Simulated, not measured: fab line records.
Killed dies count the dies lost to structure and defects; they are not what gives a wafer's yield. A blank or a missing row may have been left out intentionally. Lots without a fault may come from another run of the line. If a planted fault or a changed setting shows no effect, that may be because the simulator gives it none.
Chamber matching / flow nandHarc / NHARC_A_STAIRCASE_ALD_420 on aldHk-04: 4 sister chambers
The step deposits SiO2, target thk 20 nm, pulse time 6 s, ald cycles 200. 8 wafers are shown with their chamber, then 9 later ones without.

## WAFERS, EACH WITH ITS CHAMBER
wafer=L074.5; chamber=2; heaterPowerOuterW (W)=231; heaterPowerW (W)=415
wafer=L084.6; chamber=3; heaterPowerOuterW (W)=268; heaterPowerW (W)=453
wafer=L088.3; chamber=3; heaterPowerOuterW (W)=280; heaterPowerW (W)=467
wafer=L088.5; chamber=1; heaterPowerOuterW (W)=246; heaterPowerW (W)=446
wafer=L088.6; chamber=0; heaterPowerOuterW (W)=249; heaterPowerW (W)=467
wafer=L086.1; chamber=2; heaterPowerOuterW (W)=239; heaterPowerW (W)=421
wafer=L086.5; chamber=0; heaterPowerOuterW (W)=255; heaterPowerW (W)=472
wafer=L086.6; chamber=1; heaterPowerOuterW (W)=247; heaterPowerW (W)=447

## WAFERS WHOSE CHAMBER IS MISSING
wafer=L093.4; heaterPowerOuterW (W)=239; heaterPowerW (W)=425
wafer=L093.5; heaterPowerOuterW (W)=245; heaterPowerW (W)=466
wafer=L093.6; heaterPowerOuterW (W)=264; heaterPowerW (W)=465
wafer=L091.1; heaterPowerOuterW (W)=248; heaterPowerW (W)=461
wafer=L091.3; heaterPowerOuterW (W)=241; heaterPowerW (W)=408
wafer=L091.4; heaterPowerOuterW (W)=260; heaterPowerW (W)=456
wafer=L096.3; heaterPowerOuterW (W)=253; heaterPowerW (W)=448
wafer=L096.5; heaterPowerOuterW (W)=272; heaterPowerW (W)=457
wafer=L096.6; heaterPowerOuterW (W)=250; heaterPowerW (W)=464

## WHICH CHAMBER EACH WENT THROUGH
wafer=L093.4; from the rows above=2; in truth=2
wafer=L093.5; from the rows above=0; in truth=0
wafer=L093.6; from the rows above=can't be placed: 3 or 0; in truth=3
wafer=L091.1; from the rows above=can't be placed: 0 or 1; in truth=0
wafer=L091.3; from the rows above=2; in truth=2
wafer=L091.4; from the rows above=can't be placed: 3 or 0 or 1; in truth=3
wafer=L096.3; from the rows above=1; in truth=1
wafer=L096.5; from the rows above=3; in truth=3
wafer=L096.6; from the rows above=0; in truth=0
6 of 9 placed correctly. Can't be placed from these rows: 3 (the true chamber is among the candidates in 3). 0 placed wrongly.
How it was worked out, from the rows above alone: a wafer's distance from a chamber is the root of the sum, over the readings, of the square of ((its reading less the chamber's mean) divided by the reading's scatter). If the next closest chamber is less than 2 further off than the closest, the wafer can't be placed; otherwise it belongs to the closest. A chamber's mean is the mean of its shown wafers. The scatter is the square root of a quotient: the sum, over the shown wafers, of each reading's squared deviation from its chamber's mean, divided by wafers minus chambers.
